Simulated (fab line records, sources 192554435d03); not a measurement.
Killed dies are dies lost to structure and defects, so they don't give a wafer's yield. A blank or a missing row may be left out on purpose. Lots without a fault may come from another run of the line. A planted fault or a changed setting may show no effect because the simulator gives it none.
Chamber matching | flow n5_finfet | N5_BEOL_M11_VIA_ETCH_34 on rie_diel-06: 4 sister chambers
The step etches SiCOH lowk in C4F6/O2, target depth 184.5 nm, time 69.2 s. 8 wafers are shown with their chamber, then 12 later ones without.

WAFERS WITH THEIR CHAMBER
wafer  | chamber | rf_vpp_V (V) | showerhead_plenum_p_Torr (Torr)
L082.6 | 2       | 686          | 2.90
L085.2 | 0       | 665          | 3.04
L085.3 | 2       | 685          | 2.89
L086.4 | 1       | 656          | 2.79
L086.6 | 3       | 634          | 2.76
L087.2 | 3       | 634          | 2.76
L087.3 | 1       | 657          | 2.79
L087.4 | 0       | 665          | 3.04

WAFERS WITHOUT THEIR CHAMBER
wafer  | rf_vpp_V (V) | showerhead_plenum_p_Torr (Torr)
L091.1 | 634          | 2.76
L091.5 | 655          | 2.79
L091.6 | 686          | 2.89
L094.2 | 634          | 2.76
L094.3 | 686          | 2.89
L094.5 | 684          | 2.89
L096.1 | 634          | 2.76
L096.4 | 656          | 2.78
L096.6 | 686          | 2.88
L097.2 | 686          | 2.88
L097.5 | 655          | 2.78
L097.6 | 685          | 2.88

WHICH CHAMBER EACH WENT THROUGH
wafer  | from the rows above | in truth
L091.1 | 3                   | 3
L091.5 | 1                   | 1
L091.6 | 2                   | 2
L094.2 | 3                   | 3
L094.3 | 2                   | 2
L094.5 | 2                   | 2
L096.1 | 3                   | 3
L096.4 | 1                   | 1
L096.6 | 2                   | 2
L097.2 | 2                   | 2
L097.5 | 1                   | 1
L097.6 | 2                   | 2
Placed correctly: 12 of 12. Can't be placed from these rows: 0. Placed wrongly: 0.
How it was worked out, from the rows above alone: a wafer's distance from a chamber is the root of the sum, over the readings, of the square of ((its reading less the chamber's mean) divided by the reading's scatter). The wafer belongs to the nearest chamber; if the next one is less than 2 further off, it can't be placed. A chamber's mean is the mean of its shown wafers. The scatter: the root of (the sum of the squares of (reading less its chamber's mean) over the shown wafers, divided by (wafers less chambers)).
